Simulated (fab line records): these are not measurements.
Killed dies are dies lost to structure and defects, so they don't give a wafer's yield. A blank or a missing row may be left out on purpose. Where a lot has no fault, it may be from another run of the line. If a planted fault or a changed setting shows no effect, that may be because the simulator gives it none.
Split-lot experiment :: flow n5-finfet :: 39 wafers read from 7 lots, route of 1938 steps

THE SPLIT ITSELF
At N5_SD_EPI_P_SD_RECESS_17 (chemistry HBr/Cl2/O2, target depth 39.1 nm, bt time 3 s), the setting target-depth-a was moved away from the recipe's 391 angstrom on 12 of the 39 wafers read, by -8.3% to +8.3%. For the rest of the wafers, this setting stayed at what the recipe calls for.

The reading comes from the split's own step.

THE READING
SD_EPI_P.feature-depth-nm (the simulator's own value, which no gauge read), in nm, at N5_SD_EPI_P_SD_RECESS_17 (chemistry HBr/Cl2/O2, target depth 39.1 nm, bt time 3 s). The file gives no usual value for it. Here, 27 wafers ran the recipe; their average is 39.0 nm with a standard deviation of 0.42 nm.

wafer: L074.2
tool, chamber at the split: rie-si-03, 1
target-depth-a as run, angstrom: 391
against the recipe: recipe
SD_EPI_P.feature-depth-nm, nm: 38.6
against lot-mates on the recipe: -

wafer: L074.4
tool, chamber at the split: rie-si-03, 3
target-depth-a as run, angstrom: 391
against the recipe: recipe
SD_EPI_P.feature-depth-nm, nm: 38.6
against lot-mates on the recipe: -

wafer: L074.5
tool, chamber at the split: rie-si-03, 3
target-depth-a as run, angstrom: 391
against the recipe: recipe
SD_EPI_P.feature-depth-nm, nm: 39
against lot-mates on the recipe: -

wafer: L077.1
tool, chamber at the split: rie-si-03, 0
target-depth-a as run, angstrom: 391
against the recipe: recipe
SD_EPI_P.feature-depth-nm, nm: 38.2
against lot-mates on the recipe: -

wafer: L077.2
tool, chamber at the split: rie-si-03, 2
target-depth-a as run, angstrom: 410.2
against the recipe: +4.9%
SD_EPI_P.feature-depth-nm, nm: 40.8
against lot-mates on the recipe: +2.3

wafer: L077.3
tool, chamber at the split: rie-si-03, 1
target-depth-a as run, angstrom: 391
against the recipe: recipe
SD_EPI_P.feature-depth-nm, nm: 38.8
against lot-mates on the recipe: -

wafer: L077.4
tool, chamber at the split: rie-si-03, 3
target-depth-a as run, angstrom: 391
against the recipe: recipe
SD_EPI_P.feature-depth-nm, nm: 38.6
against lot-mates on the recipe: -

wafer: L077.5
tool, chamber at the split: rie-si-03, 1
target-depth-a as run, angstrom: 410.2
against the recipe: +4.9%
SD_EPI_P.feature-depth-nm, nm: 41
against lot-mates on the recipe: +2.5

wafer: L077.6
tool, chamber at the split: rie-si-03, 0
target-depth-a as run, angstrom: 410.2
against the recipe: +4.9%
SD_EPI_P.feature-depth-nm, nm: 40
against lot-mates on the recipe: +1.5

wafer: L084.1
tool, chamber at the split: rie-si-03, 0
target-depth-a as run, angstrom: 391
against the recipe: recipe
SD_EPI_P.feature-depth-nm, nm: 38.8
against lot-mates on the recipe: -

wafer: L084.2
tool, chamber at the split: rie-si-03, 3
target-depth-a as run, angstrom: 391
against the recipe: recipe
SD_EPI_P.feature-depth-nm, nm: 39
against lot-mates on the recipe: -

wafer: L084.3
tool, chamber at the split: rie-si-03, 2
target-depth-a as run, angstrom: 391
against the recipe: recipe
SD_EPI_P.feature-depth-nm, nm: 38.8
against lot-mates on the recipe: -

wafer: L084.4
tool, chamber at the split: rie-si-03, 1
target-depth-a as run, angstrom: 391
against the recipe: recipe
SD_EPI_P.feature-depth-nm, nm: 39.2
against lot-mates on the recipe: -

wafer: L084.5
tool, chamber at the split: rie-si-03, 3
target-depth-a as run, angstrom: 391
against the recipe: recipe
SD_EPI_P.feature-depth-nm, nm: 39
against lot-mates on the recipe: -

wafer: L084.6
tool, chamber at the split: rie-si-03, 2
target-depth-a as run, angstrom: 391
against the recipe: recipe
SD_EPI_P.feature-depth-nm, nm: 39
against lot-mates on the recipe: -

wafer: L086.1
tool, chamber at the split: rie-si-04, 2
target-depth-a as run, angstrom: 391
against the recipe: recipe
SD_EPI_P.feature-depth-nm, nm: 39.4
against lot-mates on the recipe: -

wafer: L086.2
tool, chamber at the split: rie-si-04, 1
target-depth-a as run, angstrom: 391
against the recipe: recipe
SD_EPI_P.feature-depth-nm, nm: 39.8
against lot-mates on the recipe: -

wafer: L086.3
tool, chamber at the split: rie-si-04, 3
target-depth-a as run, angstrom: 391
against the recipe: recipe
SD_EPI_P.feature-depth-nm, nm: 39.2
against lot-mates on the recipe: -

wafer: L086.4
tool, chamber at the split: rie-si-04, 0
target-depth-a as run, angstrom: 391
against the recipe: recipe
SD_EPI_P.feature-depth-nm, nm: 39.4
against lot-mates on the recipe: -

wafer: L086.5
tool, chamber at the split: rie-si-04, 2
target-depth-a as run, angstrom: 391
against the recipe: recipe
SD_EPI_P.feature-depth-nm, nm: 39.8
against lot-mates on the recipe: -

wafer: L086.6
tool, chamber at the split: rie-si-04, 1
target-depth-a as run, angstrom: 391
against the recipe: recipe
SD_EPI_P.feature-depth-nm, nm: 39.6
against lot-mates on the recipe: -

wafer: L089.1
tool, chamber at the split: rie-si-03, 3
target-depth-a as run, angstrom: 423.5
against the recipe: +8.3%
SD_EPI_P.feature-depth-nm, nm: 42.6
against lot-mates on the recipe: +3.9

wafer: L089.2
tool, chamber at the split: rie-si-03, 0
target-depth-a as run, angstrom: 391
against the recipe: recipe
SD_EPI_P.feature-depth-nm, nm: 38.6
against lot-mates on the recipe: -

wafer: L089.3
tool, chamber at the split: rie-si-03, 2
target-depth-a as run, angstrom: 391
against the recipe: recipe
SD_EPI_P.feature-depth-nm, nm: 39
against lot-mates on the recipe: -

wafer: L089.4
tool, chamber at the split: rie-si-03, 1
target-depth-a as run, angstrom: 423.5
against the recipe: +8.3%
SD_EPI_P.feature-depth-nm, nm: 42.2
against lot-mates on the recipe: +3.5

wafer: L089.5
tool, chamber at the split: rie-si-03, 0
target-depth-a as run, angstrom: 391
against the recipe: recipe
SD_EPI_P.feature-depth-nm, nm: 38.4
against lot-mates on the recipe: -

wafer: L089.6
tool, chamber at the split: rie-si-03, 3
target-depth-a as run, angstrom: 423.5
against the recipe: +8.3%
SD_EPI_P.feature-depth-nm, nm: 42.4
against lot-mates on the recipe: +3.7

wafer: L092.1
tool, chamber at the split: rie-si-06, 1
target-depth-a as run, angstrom: 378.3
against the recipe: -3.2%
SD_EPI_P.feature-depth-nm, nm: 37
against lot-mates on the recipe: -1.7

wafer: L092.2
tool, chamber at the split: rie-si-06, 2
target-depth-a as run, angstrom: 391
against the recipe: recipe
SD_EPI_P.feature-depth-nm, nm: 38.8
against lot-mates on the recipe: -

wafer: L092.3
tool, chamber at the split: rie-si-06, 0
target-depth-a as run, angstrom: 378.3
against the recipe: -3.2%
SD_EPI_P.feature-depth-nm, nm: 37.4
against lot-mates on the recipe: -1.3

wafer: L092.4
tool, chamber at the split: rie-si-06, 3
target-depth-a as run, angstrom: 378.3
against the recipe: -3.2%
SD_EPI_P.feature-depth-nm, nm: 37.2
against lot-mates on the recipe: -1.5

wafer: L092.5
tool, chamber at the split: rie-si-06, 0
target-depth-a as run, angstrom: 391
against the recipe: recipe
SD_EPI_P.feature-depth-nm, nm: 39
against lot-mates on the recipe: -

wafer: L092.6
tool, chamber at the split: rie-si-06, 3
target-depth-a as run, angstrom: 391
against the recipe: recipe
SD_EPI_P.feature-depth-nm, nm: 38.4
against lot-mates on the recipe: -

wafer: L097.1
tool, chamber at the split: rie-si-06, 1
target-depth-a as run, angstrom: 358.7
against the recipe: -8.3%
SD_EPI_P.feature-depth-nm, nm: 36
against lot-mates on the recipe: -3.3

wafer: L097.2
tool, chamber at the split: rie-si-06, 0
target-depth-a as run, angstrom: 358.7
against the recipe: -8.3%
SD_EPI_P.feature-depth-nm, nm: 35.8
against lot-mates on the recipe: -3.5

wafer: L097.3
tool, chamber at the split: rie-si-06, 2
target-depth-a as run, angstrom: 391
against the recipe: recipe
SD_EPI_P.feature-depth-nm, nm: 39.6
against lot-mates on the recipe: -

wafer: L097.4
tool, chamber at the split: rie-si-06, 3
target-depth-a as run, angstrom: 391
against the recipe: recipe
SD_EPI_P.feature-depth-nm, nm: 39
against lot-mates on the recipe: -

wafer: L097.5
tool, chamber at the split: rie-si-06, 1
target-depth-a as run, angstrom: 358.7
against the recipe: -8.3%
SD_EPI_P.feature-depth-nm, nm: 35.8
against lot-mates on the recipe: -3.5

wafer: L097.6
tool, chamber at the split: rie-si-06, 0
target-depth-a as run, angstrom: 391
against the recipe: recipe
SD_EPI_P.feature-depth-nm, nm: 39.4
against lot-mates on the recipe: -

THE FIT
A straight line over all 39 wafers: SD_EPI_P.feature-depth-nm changes by +0.395 nm for each +1% of target-depth-a; r = +0.96; the points scatter about the line by 0.42 nm.
The same after taking each lot's own level away (the mean of its wafers on the recipe; 39 wafers): +0.435 nm for each +1%; r = +0.99; scatter 0.24 nm.
Per that fit: largest target-depth-a move, reading shift of 3.6 nm.
The lots' own levels span 38.53 to 39.53 nm, that is 2.4 times the standard deviation above.
Consequently the slope shifts little with the lot-to-lot level, the two slopes agreeing.
Check: for one of the wafers moved furthest among these (+8.3%), held out of the fit, the line's prediction against its lot-mates is +3.56 nm. Against them it came out at +3.93 nm.

OTHER SPLITS APPLIED TO THESE WAFERS
Other splits were also applied to these wafers ahead of the reading. Each is held against what the fit with the lots' levels taken away leaves over:
other split on the same wafers: N5_WELL_APT_EXPOSE_22 dose-mj
wafers away from the commonest value: 6
r with SD_EPI_P.feature-depth-nm (lot level and that fit taken away): -0.12

other split on the same wafers: N5_DUMMY_GATE_ETCH_37 source-w
wafers away from the commonest value: 9
r with SD_EPI_P.feature-depth-nm (lot level and that fit taken away): +0.13

other split on the same wafers: N5_SD_EPI_N_ETCH_35 source-w
wafers away from the commonest value: 15
r with SD_EPI_P.feature-depth-nm (lot level and that fit taken away): +0.13

THE WHOLE CHAIN: every reading that the file lists as answering this split, in the file's order
step: N5_SD_EPI_P_SD_RECESS_17
what it does: chemistry HBr/Cl2/O2, target depth 39.1 nm, bt time 3 s
reading: etch.depth-nm (the simulator's own value, which no gauge read)
change (the file's fit): +0.441 nm for each +1% of the setting
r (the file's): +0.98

step: N5_SD_EPI_P_SD_RECESS_17
what it does: chemistry HBr/Cl2/O2, target depth 39.1 nm, bt time 3 s
reading: SD_EPI_P.feature-depth-nm (the simulator's own value, which no gauge read)
change (the file's fit): +0.435 nm for each +1% of the setting
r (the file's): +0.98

FILE'S OWN FIT
SD_EPI_P.feature-depth-nm changes by +0.435 nm for each +1% of target-depth-a, r = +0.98.
